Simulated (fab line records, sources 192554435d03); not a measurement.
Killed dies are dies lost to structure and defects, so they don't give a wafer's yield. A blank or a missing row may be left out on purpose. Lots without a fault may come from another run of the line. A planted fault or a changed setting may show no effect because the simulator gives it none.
One fault seen from 3 desks | flow n5_finfet | each desk has only its own numbers; what lay behind them comes last

THE METROLOGY DESK
What the gauges read, lot by lot, whatever tool the lot ran on: means of the sampled wafers that have a number. A lot is out of limits, marked OUT, if its mean lies more than 4 standard deviations from the usual mean; the brackets give that distance.
Columns: A = cd_nm at N5_PASSIVATION_CD_MEAS_44, usual 40000 nm; B = PASS_OPEN_OVL at N5_PASSIVATION_OVL_MEAS_66, usual -2 nm
lot  | first seen here | A     | B
L450 | day 12 07:56    | 40001 | -1
L453 | day 14 01:50    | 40002 | -3
L463 | day 16 05:01    | 40000 | 4
L467 | day 17 00:11    | 40000 | -7
L471 | day 17 16:16    | 39996 | 5
This desk's finding: nothing out of limits on any of the 5 lots.

THE TOOL OWNER'S DESK: rie_diel-06
The tool's own readings at N5_PASSIVATION_PASS_ETCH_47 (etches SiNx in CF4/O2, target depth 770 nm, time 385 s): means of the sampled wafers that have a number, for each lot that ran on this tool. A lot is out of limits, marked OUT, if its mean lies more than 4 standard deviations from the usual mean; the brackets give that distance.
Columns: A = drypump_motor_current_A at N5_PASSIVATION_PASS_ETCH_47, usual 5.8 A; B = oes_o_777_au at N5_PASSIVATION_PASS_ETCH_47, usual 0.80 a.u.; C = oes_product_au at N5_PASSIVATION_PASS_ETCH_47, usual 0.80 a.u.; D = rf_vpp_V at N5_PASSIVATION_PASS_ETCH_47, usual 240.6 V; E = run_length_s at N5_PASSIVATION_PASS_ETCH_47, usual 408.4 s; F = showerhead_plenum_p_Torr at N5_PASSIVATION_PASS_ETCH_47, usual 2.17 Torr; G = throttle_valve_pct at N5_PASSIVATION_PASS_ETCH_47, usual 15.88 %
lot  | first seen here | A   | B    | C    | D     | E               | F    | G
L450 | day 12 08:25    | 6.0 | 0.79 | 0.78 | 240.5 | 408.1           | 2.15 | 15.88
L453 | day 14 02:11    | 6.0 | 0.82 | 0.81 | 241.2 | 408.1           | 2.14 | 15.80
L463 | day 16 05:08    | 5.9 | 0.79 | 0.79 | 241.9 | 398.1 (-21) OUT | 2.15 | 15.87
This desk's finding: out of limits on L463; first on L463, day 16 05:08 (run_length_s at N5_PASSIVATION_PASS_ETCH_47). In limits: L450, L453.

THE DEFECT DESK
What the inspections along the route counted, lot by lot: means of the sampled wafers that have a number. A lot is out of limits, marked OUT, if its mean lies more than 4 standard deviations from the usual mean; the brackets give that distance.
Columns: A = raw_defect_count at N5_PASSIVATION_INSPECT_67, usual 2.1
lot  | first seen here | A
L450 | day 12 07:59    | 2.7
L453 | day 14 01:53    | 2.0
L463 | day 16 05:04    | 1.3
L467 | day 17 00:14    | 1.3
L471 | day 17 16:19    | 1.7
This desk's finding: nothing out of limits on any of the 5 lots.

PUT TOGETHER
The tool owner's desk could have raised an alarm at day 16 05:08, on L463.
The metrology desk saw nothing out of limits.
The defect desk saw nothing out of limits.
The metrology desk has L463 on record, within its limits.
The defect desk has L463 on record, within its limits.
Of the lots named, all ran N5_PASSIVATION_PASS_ETCH_47 on rie_diel-06.

WHAT THE SIMULATOR HAD PUT IN
Process parameter drift: rie_diel-06, from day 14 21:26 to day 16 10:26, at N5_PASSIVATION_PASS_ETCH_47. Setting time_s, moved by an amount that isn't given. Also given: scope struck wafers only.
Lots struck among those shown: L463.
Hours from the fault's start to each desk's first reading out of limits: the tool owner's desk, 32.
